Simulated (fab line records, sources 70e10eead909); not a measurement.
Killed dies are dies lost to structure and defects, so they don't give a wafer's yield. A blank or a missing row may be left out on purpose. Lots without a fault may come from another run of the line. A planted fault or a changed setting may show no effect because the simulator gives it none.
A struck lot beside a sound one | flow nand_harc | 15 steps out of a route of 1302
Sound: wafers L547.2, L547.4, L547.5. Struck: wafers L554.3, L554.4, L554.6. The cause comes at the end.
At each step with rows: each side's tool, then ch and its chambers, then its first start. Under that, the readings that differ: sound wafers | struck wafers | difference of the means | sigmas: that difference in standard deviations of wafers without a fault.
alike: readings whose means differ by less than 2 such deviations, and words and numbers that are the same on both sides. not compared: withheld readings, readings that some wafer has no value for, bounds like >300 that may hide the same value, and numbers for which the record gives no deviation and whose values overlap.
The two part at a step that has a row with sigmas, a row that says differs or no value, or rows on one side only. Numbers that don't overlap but have no deviation are shown without sigmas and don't part them. A reading that every wafer of one side lacks parts them only if that side has two wafers or more.

first, 8 steps without rows for these wafers: NHARC_A_CHANNEL_HOLE_D2_COAT_36 (time 75 s); NHARC_A_CHANNEL_HOLE_D2_COAT_37 (time 65 s); NHARC_A_CHANNEL_HOLE_D2_COAT_04 (resist thk 90 nm); NHARC_A_CHANNEL_HOLE_D2_SOFTBAKE_05 (time 55 s); NHARC_A_CHANNEL_HOLE_D2_EBR_06; NHARC_A_CHANNEL_HOLE_D2_EXPOSE_07 (exposes mask HOLE D2, target cd 100 nm); NHARC_A_CHANNEL_HOLE_D2_PEB_08 (peb time 65 s); NHARC_A_CHANNEL_HOLE_D2_DEVELOP_09 (develop time 35 s).
NHARC_A_CHANNEL_HOLE_D2_CD_MEAS_10: target cd 100 nm.
  sound on cd_sem-01 ch 0, day 12 16:06; struck on cd_sem-02 ch 0, day 16 10:49
  alike: cd_nm
NHARC_A_CHANNEL_HOLE_D2_OVL_MEAS_11:
  sound on overlay-02, day 12 16:11; struck on overlay-01, day 16 10:54
  alike: overlay_x_nm, overlay_y_nm
NHARC_A_CHANNEL_HOLE_D2_INSPECT_12:
  sound on defect_inspect-01, day 12 16:14; struck on defect_inspect-02, day 16 10:56
  reading          | sound | struck   | difference | sigmas
  raw_defect_count | 1 8 9 | 52 52 60 | +49        | +2
NHARC_A_CHANNEL_HOLE_D2_DESCUM_15: chemistry O2, time 3 s.
  sound on rie_diel-02 ch 1,2, day 12 16:17; struck on rie_diel-02 ch 2,3, day 16 11:00
  reading      | sound          | struck         | difference | sigmas
  rf_vpp_V (V) | 57.2 55.6 57.0 | 58.9 58.7 57.7 | +1.8       | +2
  alike: chamber_pressure_mTorr, drypump_motor_current_A, o2_flow_sccm, oes_product_au, showerhead_plenum_p_Torr, throttle_valve_pct
  not compared: rf_hours_counter_h
NHARC_A_CHANNEL_HOLE_D2_ETCH_38: etches the open film in CF4, target depth 39 nm, time 65 s.
  sound on rie_diel-02 ch 0,1,2, day 12 16:23; struck on rie_diel-02 ch 1,2,3, day 16 11:05
  no value came back on the struck wafers for any of 8 readings (bias_w (W), cf4_flow_sccm (sccm) and others); on the sound wafers bias_w (W) reads 99.6 99.6 100.2
  not compared: rf_hours_counter_h
NHARC_A_CHANNEL_HOLE_D2_ETCH_39: etches the open film in N2/H2, target depth 260 nm, time 325 s.
  sound on rie_diel-02 ch 0,3; struck on rie_diel-02 ch 1,2,3, day 16 11:13
  alike: bias_w, chamber_pressure_mTorr, drypump_motor_current_A, h2_flow_sccm, oes_product_au, rf_vpp_V, showerhead_plenum_p_Torr, throttle_valve_pct
  not compared: rf_hours_counter_h
-- the record jumps here: 11 days lie between the struck wafers' starts before and after (it left off in module A_CHANNEL_HOLE_D2 and takes up again in module END, whose first step shown is number 1302 of the route) --
NHARC_END_SORT_01:
  sound on prober-02 ch 0, day 24 09:16; struck on prober-01 ch 0, day 27 11:49
  reading         | sound    | struck                                                               | difference                   | sigmas
  hold            | - - -    | await_dispo/1.5h/scrap await_dispo/1.5h/scrap await_dispo/1.5h/scrap | no value on the sound wafers |
  killed_at_array | 70 62 51 | 673 671 668                                                          | +610                         | +38
  killed_dies     | 76 69 60 | 677 677 677                                                          | +609                         | +38
  alike: killed_at_other, killed_at_periphery, killed_open, killed_short

WHERE THEY PART
First at NHARC_A_CHANNEL_HOLE_D2_INSPECT_12; last, within this record, at NHARC_END_SORT_01.

WHY: what the simulator had put in
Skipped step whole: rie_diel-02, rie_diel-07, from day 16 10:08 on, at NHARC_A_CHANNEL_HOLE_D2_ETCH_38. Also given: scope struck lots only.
